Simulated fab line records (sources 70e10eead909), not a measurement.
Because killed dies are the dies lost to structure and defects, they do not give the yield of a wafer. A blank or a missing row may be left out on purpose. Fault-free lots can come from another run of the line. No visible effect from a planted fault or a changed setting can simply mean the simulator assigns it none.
Matching of chambers / flow nand-harc / pecvd-03 running NHARC_A_DECK1_JOINT_DEP_16: 3 sister chambers
The step deposits SiO2, target thk 45 nm. 3 wafers are shown with their chamber, then 7 later ones without.

## WAFERS WITH THEIR CHAMBER
wafer=L443.6; chamber=2; throttle-valve-pct (%)=15.7
wafer=L446.6; chamber=1; throttle-valve-pct (%)=14.9
wafer=L450.2; chamber=0; throttle-valve-pct (%)=16.5

## WAFERS MISSING THEIR CHAMBER
wafer=L450.3; throttle-valve-pct (%)=15.0
wafer=L450.4; throttle-valve-pct (%)=15.1
wafer=L452.2; throttle-valve-pct (%)=15.3
wafer=L452.3; throttle-valve-pct (%)=15.6
wafer=L452.6; throttle-valve-pct (%)=15.3
wafer=L451.2; throttle-valve-pct (%)=16.8
wafer=L451.4; throttle-valve-pct (%)=15.1

## THE CHAMBER EACH PASSED THROUGH
wafer=L450.3; from the rows above=1; in truth=1
wafer=L450.4; from the rows above=can't be placed: 1 or 2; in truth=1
wafer=L452.2; from the rows above=can't be placed: 2 or 1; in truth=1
wafer=L452.3; from the rows above=2; in truth=2
wafer=L452.6; from the rows above=can't be placed: 2 or 1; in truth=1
wafer=L451.2; from the rows above=0; in truth=0
wafer=L451.4; from the rows above=can't be placed: 1 or 2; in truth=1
Correct placement for 3 of the 7. Not placeable from these rows: 4 (in 4, the candidates include the true chamber). Placed wrongly: 0.
How it was worked out, from the rows above alone: a wafer's distance from a chamber is the root of the sum, over the readings, of the square of ((its reading less the chamber's mean) divided by the reading's scatter). If the next closest chamber is less than 2 further off than the closest, the wafer can't be placed; otherwise it belongs to the closest. For every chamber, the mean is computed from those of its wafers that are shown. The scatter: root of mean squared gap, hidden wafer to nearest shown wafer, with one shown wafer a chamber.
